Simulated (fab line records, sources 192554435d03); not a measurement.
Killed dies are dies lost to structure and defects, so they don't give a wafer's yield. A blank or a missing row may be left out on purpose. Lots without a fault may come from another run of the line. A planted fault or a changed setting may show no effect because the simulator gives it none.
One fault seen from 2 desks | flow n5_finfet | each desk has only its own numbers; what lay behind them comes last

THE TOOL OWNER'S DESK: rie_metal-01
The tool's own readings at N5_GATE_CUT_ETCH_47 (etches SiO2 in Cl2/BCl3, target depth 10 nm): means of the sampled wafers that have a number, for each lot that ran on this tool. A lot is out of limits, marked OUT, if its mean lies more than 4 standard deviations from the usual mean; the brackets give that distance.
Columns: A = bcl3_flow_sccm at N5_GATE_CUT_ETCH_47, usual 21.75 sccm; B = drypump_motor_current_A at N5_GATE_CUT_ETCH_47, usual 5.8 A; C = oes_product_au at N5_GATE_CUT_ETCH_47, usual 0.84 a.u.; D = throttle_valve_pct at N5_GATE_CUT_ETCH_47, usual 22.83 %
lot  | first seen here | A     | B   | C    | D
L987 | day 5 13:20     | 21.76 | 5.9 | 0.77 | 22.88
L990 | day 6 11:20     | 21.74 | 6.0 | 0.74 | 23.06
L101 | day 9 03:02     | 21.71 | 5.9 | 0.74 | 22.89
This desk's finding: nothing out of limits on any of the 3 lots.

THE METROLOGY DESK
What the gauges read, lot by lot, whatever tool the lot ran on: means of the sampled wafers that have a number. A lot is out of limits, marked OUT, if its mean lies more than 4 standard deviations from the usual mean; the brackets give that distance.
Columns: A = GC_FILL_THK at N5_GATE_CUT_THK_MEAS_24, usual 219.5 nm; B = cd_nm at N5_MOL_CONTACT_COAG_CD_MEAS_08, usual 28.06 nm; C = CA_OVL at N5_MOL_CONTACT_COAG_OVL_MEAS_09, usual -0.2 nm
lot  | first seen here | A     | B     | C
L984 | day 4 18:38     | 217.9 | 28.00 | -0.5
L987 | day 5 15:25     | 220.1 | 27.99 | 0.5
L990 | day 6 13:25     | 222.6 | 28.02 | 0.9
L101 | day 9 05:13     | 219.3 | 28.23 | -0.4
L105 | day 10 04:00    | 222.0 | 28.15 | -0.3
This desk's finding: nothing out of limits on any of the 5 lots.

PUT TOGETHER
The tool owner's desk saw nothing out of limits.
The metrology desk saw nothing out of limits.

WHAT THE SIMULATOR HAD PUT IN
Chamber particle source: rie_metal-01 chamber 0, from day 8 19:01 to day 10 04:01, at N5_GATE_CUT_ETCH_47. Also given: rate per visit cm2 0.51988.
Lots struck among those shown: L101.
